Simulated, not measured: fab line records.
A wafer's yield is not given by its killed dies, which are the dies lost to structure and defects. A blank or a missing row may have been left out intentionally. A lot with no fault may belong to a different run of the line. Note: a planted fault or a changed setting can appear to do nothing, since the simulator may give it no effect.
A struck lot beside a sound one -- flow n5 finfet -- 45 steps out of a route of 1938
Sound: the wafers L228.3, L228.4, L228.6. Struck: wafer L219.4 (left out: L219.6, a lot-mate that was not struck); the cause follows at the end.
For every step that has rows: the tool of each side, followed by ch and its chambers, followed by its first start. Under that, the readings that differ: sound wafers -- struck wafers -- difference of the means -- sigmas: that difference in standard deviations of wafers without a fault.
alike: a reading whose means differ by less than 2 such deviations, as well as words and numbers matching on both sides. not compared: withheld readings; readings where some wafer has no value; bounds like >300 that might hide an equal value; numbers whose values overlap and for which the record gives no deviation.
A row with sigmas, a row that says differs or no value, or rows on one side alone: a step with any of these is where the two part. Numbers that have no deviation but don't overlap get no sigmas and don't part them. A reading missing from all wafers of one side parts the sides only when that side holds two or more wafers.

first, 11 steps without rows for these wafers: N5_BEOL_M4_DESCUM_33 (chemistry O2, time 7 s); N5_BEOL_M4_ETCH_77 (etches underlayer in N2/H2, target depth 6.5 nm, time 5.2 s); N5_BEOL_M4_ETCH_69 (etches SiARC in CF4, target depth 15.6 nm, time 26 s); N5_BEOL_M4_ALD_98 (deposits SiO2, target thk 2.5 nm, pulse time 1 s, co reactant pulse time 1 s); N5_BEOL_M4_ETCHBACK_99 (etches SiO2 in CHF3, target depth 5 nm, time 10.4 s); N5_BEOL_M4_ETCH_70 (etches SOC in N2/H2, target depth 80 nm, overetch 24 nm, time 130 s); N5_BEOL_M4_STRIP_71 (strips in N2/H2); N5_BEOL_M4_STRIP_78 (strips in N2/H2); N5_BEOL_M4_VIA_ETCH_34 (etches the open film in C4F6/O2, target depth 69.4 nm, time 65.9 s); N5_BEOL_M4_STRIP_83 (strips in C4F6/O2); N5_BEOL_M4_STRIP_36 (strips in N2/H2).
N5_BEOL_M4_TRENCH_ETCH_37: etches SiOC in C4F6/O2, target depth 55.555 nm, time 29.2 s.
  sound on rie diel-06 ch 0,1, day 12 04:54; struck on rie diel-02 ch 2, day 9 22:55
reading,sound,struck,difference,sigmas
run length s (s),52.2 52.7 52.1,44.6,-7.7,-20
model.etch.depth nm (nm),53.92 55.31 54.45,40.75,-13.81,
model.BEOL_M4.feature depth nm (nm),54 55.4 54.4,40.8,-13.8,
model.TiN_of_BEOL_M4_HM_DEP_02.thk nm (nm),18.2 17.8 17.8,18.6,+0.7,
  alike: drypump motor current A, oes product au, rf vpp V, showerhead plenum p Torr, throttle valve pct
  not compared: rf hours counter h
then, 2 steps without rows for these wafers: N5_BEOL_M4_ETCH_41 (etches SiCN in CH3F/O2, target depth 29.9 nm, time 52.5 s); N5_BEOL_M4_STRIP_97 (strips in N2/H2, time 10 s).
N5_BEOL_M4_OCD_MEAS_38:
  sound: ocd-01 at day 12 05:03; struck: ocd-01 at day 9 23:04
reading,sound,struck,difference,sigmas
trench depth nm (nm),53.7 55.0 53.9,40.9,-13.3,-10
then, 25 steps without rows for these wafers: N5_BEOL_M4_HM_STRIP_39 (strips TiN in peroxide tin strip, target depth 25 nm, time 158 s); N5_BEOL_M4_SRD_40 (time 30 s); N5_BEOL_M4_PRECLEAN_42 (cleans in residue remover, time 60 s); N5_BEOL_M4_SRD_43 (time 30 s); N5_BEOL_M4_DEGAS_44 (time 60 s); N5_BEOL_M4_PRE_CLEAN_45 (time 30 s); N5_BEOL_M4_ALD_84 (deposits TaN, pulse time 2 s, purge time 3 s, co reactant purge time 2 s); N5_BEOL_M4_SURFACE_TREAT_85; N5_BEOL_M4_CVD_47 (deposits Co from CCTBA/H2, target thk 3 nm, time 223.8 s); N5_BEOL_M4_SPUTTER_48 (material Cu, target thk 4.5 nm, time 8.29 s); N5_BEOL_M4_ANNEAL_49 (time 240 s); N5_BEOL_M4_SPUTTER_79 (material Cu, target thk 4.5 nm, time 8.29 s); N5_BEOL_M4_ANNEAL_80 (time 240 s); N5_BEOL_M4_SPUTTER_81 (material Cu, target thk 4.5 nm, time 8.29 s); N5_BEOL_M4_ANNEAL_82 (time 240 s); N5_BEOL_M4_SPUTTER_86 (material Cu, target thk 4.5 nm, time 8.29 s); N5_BEOL_M4_ANNEAL_87 (time 240 s); N5_BEOL_M4_SPUTTER_88 (material Cu, target thk 4.5 nm, time 8.29 s); N5_BEOL_M4_ANNEAL_89 (time 240 s); N5_BEOL_M4_SPUTTER_90 (material Cu, target thk 4.5 nm, time 8.29 s); N5_BEOL_M4_ANNEAL_91 (time 240 s); N5_BEOL_M4_SPUTTER_92 (material Cu, target thk 4.5 nm, time 8.29 s); N5_BEOL_M4_ANNEAL_93 (time 240 s); N5_BEOL_M4_SPUTTER_94 (material Cu, target thk 4.5 nm, time 8.29 s); N5_BEOL_M4_ANNEAL_95 (time 240 s).
N5_BEOL_M4_CMP_52: polishes, stops on SiOC, t overpolish 6.8 s, target thk 40 nm.
  sound on cmp-02 ch 1,3, day 12 08:29; struck on cmp-02 ch 0, day 10 03:43
reading,sound,struck,difference,sigmas
model.Cu_of_BEOL_M4_ECD_50.thk nm (nm),38.8 39.2 39.6,23.2,-16.0,
  alike: barrier field endpoint s, motor current A, overpolish run s, platen rpm, time to endpoint s
N5_BEOL_M4_THK_MEAS_53: measures by xrf.
  sound: film metro-01 at day 12 08:47; struck: film metro-01 at day 10 03:54
reading,sound,struck,difference,sigmas
M4_THK (nm),39.1 39.7 39.8,23.2,-16.3,-10
N5_BEOL_M4_RS_MEAS_58: the measuring method here is four-point-probe.
  sound: film metro-01 at day 12 09:05; struck: film metro-01 at day 10 04:11
reading,sound,struck,difference,sigmas
M4_RS (ohm/sq),0.70 0.69 0.68,1.38,+0.69,+19
N5_BEOL_M4_RC_MEAS_101:
  sound on prober-02 ch 0, day 12 09:26; struck on prober-01 ch 0, day 10 04:43
reading,sound,struck,difference,sigmas
SERP_M4 (ohm/um),205 209 214,405,+196,+13
SERP_M4_max_site (ohm/um),215 224 224,439,+218,+13
VT_N (mV),257 253 253,246,-8,-3
  alike: DIBL_N, DIBL_P, IOFF_N, IOFF_P, ION_N, ION_P, SS_N, SS_P, VT_P
-- the record jumps here: 5 days lie between the struck wafers' starts before and after (it left off in module BEOL_M4 and takes up again in module PASSIVATION, whose first step shown is number 1936 of the route) --
N5_PASSIVATION_PROBE_49:
  sound: prober-02 at day 16 16:23; struck: prober-01 at day 14 16:46
reading,sound,struck,difference,sigmas
defect limited yield (%),91.7 90.8 90.8,88.1,-3.0,-2
killed_at_M0_to_M3,52 40 52,24,-24,-2
killed_at_M4_up,3 12 16,87,+77,+14
killed dies,98 108 109,141,+36,+2
killed open,59 71 75,42,-26,-2
sort_bin_6_memory (%),3.6 4.1 4.3,2.0,-2.0,-3
sort_bin_8_speed (%),0 0 0,6.44,+6.44,+99 or more
sort n pass,1082 1072 1071,1039,-36,-2
  alike: killed at contacts, killed at front end, killed at other, killed short, sort_bin_5_function

== WHERE THEY PART ==
First at N5_BEOL_M4_TRENCH_ETCH_37; last, within this record, at N5_PASSIVATION_PROBE_49.

WHY: whatever the simulator had introduced
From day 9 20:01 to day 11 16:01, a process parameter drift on rie diel-02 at N5_BEOL_M4_TRENCH_ETCH_37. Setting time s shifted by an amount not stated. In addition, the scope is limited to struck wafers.
